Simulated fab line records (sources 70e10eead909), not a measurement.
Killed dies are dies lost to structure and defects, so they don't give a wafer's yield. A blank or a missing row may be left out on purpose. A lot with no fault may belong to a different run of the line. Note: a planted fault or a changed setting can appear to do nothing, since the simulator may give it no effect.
The tool behind it: which one? / flow nandHarc / Sampling: 9 lots, 27 wafers, 8 of 1302 route steps

== WHAT EACH GAUGE READ, for each wafer ==
NHARC_A_CHANNEL_HOLE_D2_CD_MEAS_10 targets a cd of 100 nm. Usual: cdNm 100.0 nm, standard deviation 0.43.
lot=L207; measured=day 13 01:32; on=cdSem-03; cdNm (nm)=100.0 99.8 100.0; flag=
lot=L209; measured=day 14 04:41; on=cdSem-03; cdNm (nm)=99.7 100.0 99.4; flag=
lot=L211; measured=day 15 07:48; on=cdSem-01; cdNm (nm)=99.8 99.3 99.4; flag=
lot=L213; measured=day 15 08:02; on=cdSem-03; cdNm (nm)=99.7 100.0 100.5; flag=
lot=L216; measured=day 18 02:59; on=cdSem-03; cdNm (nm)=100.6 100.6 100.4; flag=
lot=L218; measured=day 18 03:16; on=cdSem-03; cdNm (nm)=99.0 100.0 99.6; flag=
lot=L223; measured=day 20 05:54; on=cdSem-02; cdNm (nm)=118.3 118.5 118.1 118.0 118.9 118.6; flag=OFF
lot=L224; measured=day 20 20:10; on=cdSem-03; cdNm (nm)=117.8 118.5 118.3 117.8 118.9 118.2; flag=OFF
lot=L225; measured=day 21 16:20; on=cdSem-03; cdNm (nm)=118.6 119.1 118.6 118.6 118.8 118.8; flag=OFF

NHARC_A_CHANNEL_HOLE_D2_CD_MEAS_31. Usual: cdNm 89.9 nm, standard deviation 1.4.
lot=L207; measured=day 13 11:46; on=cdSem-02; cdNm (nm)=86.9 88.0 89.6; flag=
lot=L209; measured=day 14 11:35; on=cdSem-01; cdNm (nm)=88.9 87.3 90.4; flag=
lot=L211; measured=day 15 17:24; on=cdSem-02; cdNm (nm)=90.2 87.7 89.3; flag=
lot=L213; measured=day 15 19:59; on=cdSem-01; cdNm (nm)=90.7 90.6 88.3; flag=
lot=L216; measured=day 18 12:21; on=cdSem-02; cdNm (nm)=91.3 89.4 90.2; flag=
lot=L218; measured=day 18 13:09; on=cdSem-01; cdNm (nm)=91.5 91.0 90.4; flag=
lot=L223; measured=day 21 01:46; on=cdSem-02; cdNm (nm)=110.2 108.1 111.1 110.2 108.2 110.9; flag=OFF
lot=L224; measured=day 21 13:13; on=cdSem-02; cdNm (nm)=107.3 107.0 104.5 107.7 106.6 103.9; flag=OFF
lot=L225; measured=day 22 19:51; on=cdSem-01; cdNm (nm)=107.4 109.4 106.2 107.5 110.0 106.6; flag=OFF

NHARC_END_SORT_01. Usual: killedAtArray 49, standard deviation 19; killedAtOther 0.9, standard deviation 1.1; killedAtPeriphery 4.0, standard deviation 2.7; killedDies 54, standard deviation 19; killedOpen 3.3, standard deviation 1.8; killedShort 2.6, standard deviation 1.6.
lot=L223; measured=day 31 10:19; on=prober-02; killedAtArray=358 406 320; killedAtOther=1 1 0; killedAtPeriphery=5 8 13; killedDies=364 415 333; killedOpen=6 6 4; killedShort=4 4 2; flag=OFF
lot=L224; measured=day 32 03:21; on=prober-01; killedAtArray=305 388 414; killedAtOther=0 0 1; killedAtPeriphery=10 8 2; killedDies=315 396 417; killedOpen=4 5 2; killedShort=3 0 4; flag=OFF
lot=L225; measured=day 34 23:50; on=prober-01; killedAtArray=191 445 400; killedAtOther=1 1 1; killedAtPeriphery=6 5 3; killedDies=198 451 404; killedOpen=3 4 3; killedShort=5 2 2; flag=OFF

== WHICH TOOL RAN EACH LOT (tool, then ch and the chambers of the sampled wafers, then the start) ==
lot=L207; NHARC_A_CHANNEL_HOLE_D2_PEB_08=lithoTrack-06 ch 0, day 13 01:28; NHARC_A_CHANNEL_HOLE_D2_DESCUM_15=rieDiel-11 ch 0,1,2, day 13 01:44; NHARC_A_CHANNEL_HOLE_D2_ETCH_38=rieDiel-11 ch 1,3, day 13 01:49; NHARC_A_CHANNEL_HOLE_D2_ETCH_23=harEtch-02 ch 0,1, day 13 07:41; NHARC_A_CHANNEL_HOLE_D2_XSEM_32=xsem-01 ch 0, day 13 11:52
lot=L209; NHARC_A_CHANNEL_HOLE_D2_PEB_08=lithoTrack-06 ch 0, day 14 04:37; NHARC_A_CHANNEL_HOLE_D2_DESCUM_15=rieDiel-11 ch 0,1,2, day 14 04:53; NHARC_A_CHANNEL_HOLE_D2_ETCH_38=rieDiel-11 ch 0,2,3, day 14 04:58; NHARC_A_CHANNEL_HOLE_D2_ETCH_23=harEtch-01 ch 0,1, day 14 07:29; NHARC_A_CHANNEL_HOLE_D2_XSEM_32=xsem-01 ch 0, day 14 11:41
lot=L211; NHARC_A_CHANNEL_HOLE_D2_PEB_08=lithoTrack-04 ch 0, day 15 07:43; NHARC_A_CHANNEL_HOLE_D2_DESCUM_15=rieDiel-03 ch 0,1,3, day 15 07:59; NHARC_A_CHANNEL_HOLE_D2_ETCH_38=rieDiel-03 ch 0,1, day 15 08:04; NHARC_A_CHANNEL_HOLE_D2_ETCH_23=harEtch-01 ch 0,1, day 15 13:18; NHARC_A_CHANNEL_HOLE_D2_XSEM_32=xsem-02 ch 0, day 15 17:29
lot=L213; NHARC_A_CHANNEL_HOLE_D2_PEB_08=lithoTrack-06 ch 0, day 15 07:58; NHARC_A_CHANNEL_HOLE_D2_DESCUM_15=rieDiel-11 ch 0,1,3, day 15 08:13; NHARC_A_CHANNEL_HOLE_D2_ETCH_38=rieDiel-11 ch 0,2,3, day 15 08:19; NHARC_A_CHANNEL_HOLE_D2_ETCH_23=harEtch-02 ch 0,1, day 15 15:55; NHARC_A_CHANNEL_HOLE_D2_XSEM_32=xsem-01 ch 0, day 15 20:05
lot=L216; NHARC_A_CHANNEL_HOLE_D2_PEB_08=lithoTrack-06 ch 0, day 18 02:55; NHARC_A_CHANNEL_HOLE_D2_DESCUM_15=rieDiel-03 ch 0,1,2, day 18 03:11; NHARC_A_CHANNEL_HOLE_D2_ETCH_38=rieDiel-03 ch 0,1,3, day 18 03:16; NHARC_A_CHANNEL_HOLE_D2_ETCH_23=harEtch-01 ch 0,1, day 18 08:17; NHARC_A_CHANNEL_HOLE_D2_XSEM_32=xsem-01 ch 0, day 18 12:26
lot=L218; NHARC_A_CHANNEL_HOLE_D2_PEB_08=lithoTrack-04 ch 0, day 18 03:11; NHARC_A_CHANNEL_HOLE_D2_DESCUM_15=rieDiel-07 ch 1,2, day 18 03:28; NHARC_A_CHANNEL_HOLE_D2_ETCH_38=rieDiel-07 ch 0,2, day 18 03:32; NHARC_A_CHANNEL_HOLE_D2_ETCH_23=harEtch-02 ch 0,1, day 18 09:04; NHARC_A_CHANNEL_HOLE_D2_XSEM_32=xsem-02 ch 0, day 18 13:14
lot=L223; NHARC_A_CHANNEL_HOLE_D2_PEB_08=lithoTrack-06 ch 0, day 20 05:49; NHARC_A_CHANNEL_HOLE_D2_DESCUM_15=rieDiel-11 ch 0,1,2, day 20 09:02; NHARC_A_CHANNEL_HOLE_D2_ETCH_38=rieDiel-11 ch 0,1,3, day 20 09:07; NHARC_A_CHANNEL_HOLE_D2_ETCH_23=harEtch-02 ch 0,1, day 20 20:20; NHARC_A_CHANNEL_HOLE_D2_XSEM_32=xsem-01 ch 0, day 21 05:38
lot=L224; NHARC_A_CHANNEL_HOLE_D2_PEB_08=lithoTrack-06 ch 0, day 20 20:05; NHARC_A_CHANNEL_HOLE_D2_DESCUM_15=rieDiel-11 ch 0,1,2, day 21 00:21; NHARC_A_CHANNEL_HOLE_D2_ETCH_38=rieDiel-11 ch 0,1,3, day 21 00:26; NHARC_A_CHANNEL_HOLE_D2_ETCH_23=harEtch-02 ch 0,1, day 21 06:52; NHARC_A_CHANNEL_HOLE_D2_XSEM_32=xsem-01 ch 0, day 21 18:59
lot=L225; NHARC_A_CHANNEL_HOLE_D2_PEB_08=lithoTrack-06 ch 0, day 21 16:16; NHARC_A_CHANNEL_HOLE_D2_DESCUM_15=rieDiel-07 ch 0,2,3, day 21 20:36; NHARC_A_CHANNEL_HOLE_D2_ETCH_38=rieDiel-07 ch 0,1,3, day 21 20:41; NHARC_A_CHANNEL_HOLE_D2_ETCH_23=harEtch-01 ch 0,1, day 22 06:40; NHARC_A_CHANNEL_HOLE_D2_XSEM_32=xsem-02 ch 0, day 23 00:32
- NHARC_A_CHANNEL_HOLE_D2_PEB_08: peb time 65 s.
- NHARC_A_CHANNEL_HOLE_D2_DESCUM_15: chemistry O2, time 3 s.
- NHARC_A_CHANNEL_HOLE_D2_ETCH_38: etches the open film in CF4, target depth 39 nm, time 65 s.
- NHARC_A_CHANNEL_HOLE_D2_ETCH_23: etches the open film in C4F8/O2/Ar, time 819 s, target depth 1600 nm.
- NHARC_A_CHANNEL_HOLE_D2_XSEM_32

== AS READ BY THE TOOLS THEMSELVES (means over the sampled wafers that have a number; for cases with no such wafer, the mark the record gives instead) ==
NHARC_A_CHANNEL_HOLE_D2_PEB_08. Usual: chillPlateTempC 23.01 C, standard deviation 0.092; heaterPowerTotalW 156.6 W, standard deviation 0.4; plateTempC 99.98 C, standard deviation 0.12.
lot=L207; tool=lithoTrack-06; chillPlateTempC (C)=22.95; heaterPowerTotalW (W)=157.0; plateTempC (C)=99.95; flag=
lot=L209; tool=lithoTrack-06; chillPlateTempC (C)=22.88; heaterPowerTotalW (W)=156.6; plateTempC (C)=99.97; flag=
lot=L211; tool=lithoTrack-04; chillPlateTempC (C)=23.07; heaterPowerTotalW (W)=156.9; plateTempC (C)=99.86; flag=
lot=L213; tool=lithoTrack-06; chillPlateTempC (C)=22.93; heaterPowerTotalW (W)=156.7; plateTempC (C)=99.99; flag=
lot=L216; tool=lithoTrack-06; chillPlateTempC (C)=23.03; heaterPowerTotalW (W)=156.4; plateTempC (C)=100.08; flag=
lot=L218; tool=lithoTrack-04; chillPlateTempC (C)=22.99; heaterPowerTotalW (W)=156.5; plateTempC (C)=100.04; flag=
lot=L223; tool=lithoTrack-06; chillPlateTempC (C)=23.03; heaterPowerTotalW (W)=172.7; plateTempC (C)=107.75; flag=OFF
lot=L224; tool=lithoTrack-06; chillPlateTempC (C)=23.02; heaterPowerTotalW (W)=173.1; plateTempC (C)=107.72; flag=OFF
lot=L225; tool=lithoTrack-06; chillPlateTempC (C)=22.95; heaterPowerTotalW (W)=173.1; plateTempC (C)=107.55; flag=OFF

NHARC_A_CHANNEL_HOLE_D2_DESCUM_15. Usual: drypumpMotorCurrentA 5.7 A, standard deviation 0.46; oesProductAu 0.996 a.u., standard deviation 0.0093; rfVppV 58.0 V, standard deviation 0.84; showerheadPlenumPTorr 1.95 Torr, standard deviation 0.084; throttleValvePct 11.311 %, standard deviation 0.0088.
lot=L207; tool=rieDiel-11; drypumpMotorCurrentA (A)=5.6; oesProductAu (a.u.)=0.991; rfVppV (V)=58.3; showerheadPlenumPTorr (Torr)=1.98; throttleValvePct (%)=11.313; flag=
lot=L209; tool=rieDiel-11; drypumpMotorCurrentA (A)=5.6; oesProductAu (a.u.)=0.995; rfVppV (V)=57.8; showerheadPlenumPTorr (Torr)=1.97; throttleValvePct (%)=11.303; flag=
lot=L211; tool=rieDiel-03; drypumpMotorCurrentA (A)=5.8; oesProductAu (a.u.)=0.995; rfVppV (V)=57.6; showerheadPlenumPTorr (Torr)=1.95; throttleValvePct (%)=11.314; flag=
lot=L213; tool=rieDiel-11; drypumpMotorCurrentA (A)=5.7; oesProductAu (a.u.)=0.995; rfVppV (V)=57.6; showerheadPlenumPTorr (Torr)=1.91; throttleValvePct (%)=11.313; flag=
lot=L216; tool=rieDiel-03; drypumpMotorCurrentA (A)=5.7; oesProductAu (a.u.)=1.000; rfVppV (V)=57.1; showerheadPlenumPTorr (Torr)=1.89; throttleValvePct (%)=11.314; flag=
lot=L218; tool=rieDiel-07; drypumpMotorCurrentA (A)=6.0; oesProductAu (a.u.)=0.983; rfVppV (V)=58.3; showerheadPlenumPTorr (Torr)=1.91; throttleValvePct (%)=11.310; flag=
lot=L223; tool=rieDiel-11; drypumpMotorCurrentA (A)=5.6; oesProductAu (a.u.)=0.999; rfVppV (V)=57.4; showerheadPlenumPTorr (Torr)=1.97; throttleValvePct (%)=11.311; flag=
lot=L224; tool=rieDiel-11; drypumpMotorCurrentA (A)=5.6; oesProductAu (a.u.)=1.001; rfVppV (V)=58.4; showerheadPlenumPTorr (Torr)=1.97; throttleValvePct (%)=11.314; flag=
lot=L225; tool=rieDiel-07; drypumpMotorCurrentA (A)=6.0; oesProductAu (a.u.)=0.991; rfVppV (V)=57.7; showerheadPlenumPTorr (Torr)=1.93; throttleValvePct (%)=11.319; flag=

NHARC_A_CHANNEL_HOLE_D2_ETCH_38. Usual: drypumpMotorCurrentA 5.7 A, standard deviation 0.44; oesProductAu 0.995 a.u., standard deviation 0.01; rfVppV 151.7 V, standard deviation 1.2; showerheadPlenumPTorr 1.80 Torr, standard deviation 0.07; throttleValvePct 13.284 %, standard deviation 0.009.
lot=L207; tool=rieDiel-11; drypumpMotorCurrentA (A)=5.8; oesProductAu (a.u.)=1.007; rfVppV (V)=151.5; showerheadPlenumPTorr (Torr)=1.81; throttleValvePct (%)=13.290; flag=
lot=L209; tool=rieDiel-11; drypumpMotorCurrentA (A)=5.5; oesProductAu (a.u.)=0.991; rfVppV (V)=150.7; showerheadPlenumPTorr (Torr)=1.78; throttleValvePct (%)=13.285; flag=
lot=L211; tool=rieDiel-03; drypumpMotorCurrentA (A)=6.1; oesProductAu (a.u.)=1.010; rfVppV (V)=150.0; showerheadPlenumPTorr (Torr)=1.73; throttleValvePct (%)=13.293; flag=
lot=L213; tool=rieDiel-11; drypumpMotorCurrentA (A)=5.5; oesProductAu (a.u.)=0.995; rfVppV (V)=150.9; showerheadPlenumPTorr (Torr)=1.77; throttleValvePct (%)=13.283; flag=
lot=L216; tool=rieDiel-03; drypumpMotorCurrentA (A)=5.8; oesProductAu (a.u.)=0.991; rfVppV (V)=150.9; showerheadPlenumPTorr (Torr)=1.80; throttleValvePct (%)=13.277; flag=
lot=L218; tool=rieDiel-07; drypumpMotorCurrentA (A)=5.8; oesProductAu (a.u.)=0.981; rfVppV (V)=151.3; showerheadPlenumPTorr (Torr)=1.80; throttleValvePct (%)=13.291; flag=
lot=L223; tool=rieDiel-11; drypumpMotorCurrentA (A)=5.7; oesProductAu (a.u.)=1.004; rfVppV (V)=151.5; showerheadPlenumPTorr (Torr)=1.76; throttleValvePct (%)=13.289; flag=
lot=L224; tool=rieDiel-11; drypumpMotorCurrentA (A)=5.7; oesProductAu (a.u.)=1.007; rfVppV (V)=151.2; showerheadPlenumPTorr (Torr)=1.76; throttleValvePct (%)=13.282; flag=
lot=L225; tool=rieDiel-07; drypumpMotorCurrentA (A)=5.6; oesProductAu (a.u.)=0.993; rfVppV (V)=152.3; showerheadPlenumPTorr (Torr)=1.84; throttleValvePct (%)=13.280; flag=

NHARC_A_CHANNEL_HOLE_D2_ETCH_23. Usual: drypumpMotorCurrentA 5.5 A, standard deviation 0.36; showerheadPlenumPTorr 3.65 Torr, standard deviation 0.2; throttleValvePct 32.154 %, standard deviation 0.0096.
lot=L207; tool=harEtch-02; drypumpMotorCurrentA (A)=5.8; showerheadPlenumPTorr (Torr)=3.42; throttleValvePct (%)=32.156; flag=
lot=L209; tool=harEtch-01; drypumpMotorCurrentA (A)=5.4; showerheadPlenumPTorr (Torr)=3.56; throttleValvePct (%)=32.153; flag=
lot=L211; tool=harEtch-01; drypumpMotorCurrentA (A)=5.4; showerheadPlenumPTorr (Torr)=3.55; throttleValvePct (%)=32.153; flag=
lot=L213; tool=harEtch-02; drypumpMotorCurrentA (A)=5.8; showerheadPlenumPTorr (Torr)=3.41; throttleValvePct (%)=32.141; flag=
lot=L216; tool=harEtch-01; drypumpMotorCurrentA (A)=5.1; showerheadPlenumPTorr (Torr)=3.59; throttleValvePct (%)=32.151; flag=
lot=L218; tool=harEtch-02; drypumpMotorCurrentA (A)=5.8; showerheadPlenumPTorr (Torr)=3.93; throttleValvePct (%)=32.152; flag=
lot=L223; tool=harEtch-02; drypumpMotorCurrentA (A)=5.8; showerheadPlenumPTorr (Torr)=3.91; throttleValvePct (%)=32.159; flag=
lot=L224; tool=harEtch-02; drypumpMotorCurrentA (A)=5.7; showerheadPlenumPTorr (Torr)=3.90; throttleValvePct (%)=32.151; flag=
lot=L225; tool=harEtch-01; drypumpMotorCurrentA (A)=5.1; showerheadPlenumPTorr (Torr)=3.57; throttleValvePct (%)=32.153; flag=

NHARC_A_CHANNEL_HOLE_D2_XSEM_32. Usual: botCdNm 74.6 nm, standard deviation 1.6; bowNm 8.64 nm, standard deviation 0.27; tiltDeg 0.073 degrees, standard deviation 0.026.
lot=L207; tool=xsem-01; botCdNm (nm)=72.7; bowNm (nm)=8.78; tiltDeg (degrees)=0.067; flag=
lot=L209; tool=xsem-01; botCdNm (nm)=73.8; bowNm (nm)=8.51; tiltDeg (degrees)=0.048; flag=
lot=L211; tool=xsem-02; botCdNm (nm)=74.2; bowNm (nm)=8.69; tiltDeg (degrees)=0.080; flag=
lot=L213; tool=xsem-01; botCdNm (nm)=75.2; bowNm (nm)=8.48; tiltDeg (degrees)=0.107; flag=
lot=L216; tool=xsem-01; botCdNm (nm)=75.5; bowNm (nm)=8.90; tiltDeg (degrees)=0.039; flag=
lot=L218; tool=xsem-02; botCdNm (nm)=76.1; bowNm (nm)=9.07; tiltDeg (degrees)=0.095; flag=
lot=L223; tool=xsem-01; botCdNm (nm)=95.8; bowNm (nm)=9.29; tiltDeg (degrees)=0.097; flag=OFF
lot=L224; tool=xsem-01; botCdNm (nm)=90.0; bowNm (nm)=8.32; tiltDeg (degrees)=0.074; flag=OFF
lot=L225; tool=xsem-02; botCdNm (nm)=92.5; bowNm (nm)=8.53; tiltDeg (degrees)=0.058; flag=OFF

== THE ANSWER, worked out from the rows above alone ==
Rule: a lot counts as off when the mean over its wafers that have a number is more than 3 standard deviations away from the usual mean. A lot without any number at a reading at which 4 lots or more have one is off too. Where the step has rows for the other lots, those lots are counted as sound. After the gauges, taken in route order, come the tools' own readings; for these a lot's mean is taken, as printed above. At the first step where some lot is off, the reading lying furthest off is the one used; lots without a number count as furthest.
Off: L223, L224, L225, at NHARC_A_CHANNEL_HOLE_D2_CD_MEAS_10 (cdNm).
A tool fits if, at a process step before that reading, it ran every lot that is off, and no sound lot after the first of them. Not tried: the gauges at NHARC_A_CHANNEL_HOLE_D2_CD_MEAS_10; whatever is off there is also off at NHARC_END_SORT_01, on other tools, and gauge error can't account for it. One fits: NHARC_A_CHANNEL_HOLE_D2_PEB_08 on lithoTrack-06. A fault onset in the window from L216 (day 18 02:55, its last sound lot) to L223 (day 20 05:49, its first lot off) fits.
The tool's own readings at NHARC_A_CHANNEL_HOLE_D2_PEB_08 bear it out: on the lots that are off they differ by more than 5 times the standard deviation of the sound lots' means. heaterPowerTotalW reads 173.0 W there against 156.7 W on the sound lots; plateTempC reads 107.67 C there against 99.98 C on the sound lots.

== WHAT THE SIMULATOR HAD INSERTED ==
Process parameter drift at NHARC_A_CHANNEL_HOLE_D2_PEB_08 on lithoTrack-06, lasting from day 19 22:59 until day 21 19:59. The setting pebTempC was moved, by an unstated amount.
Shown lots that were struck: L223, L224, L225. The rule above reached the same finding.
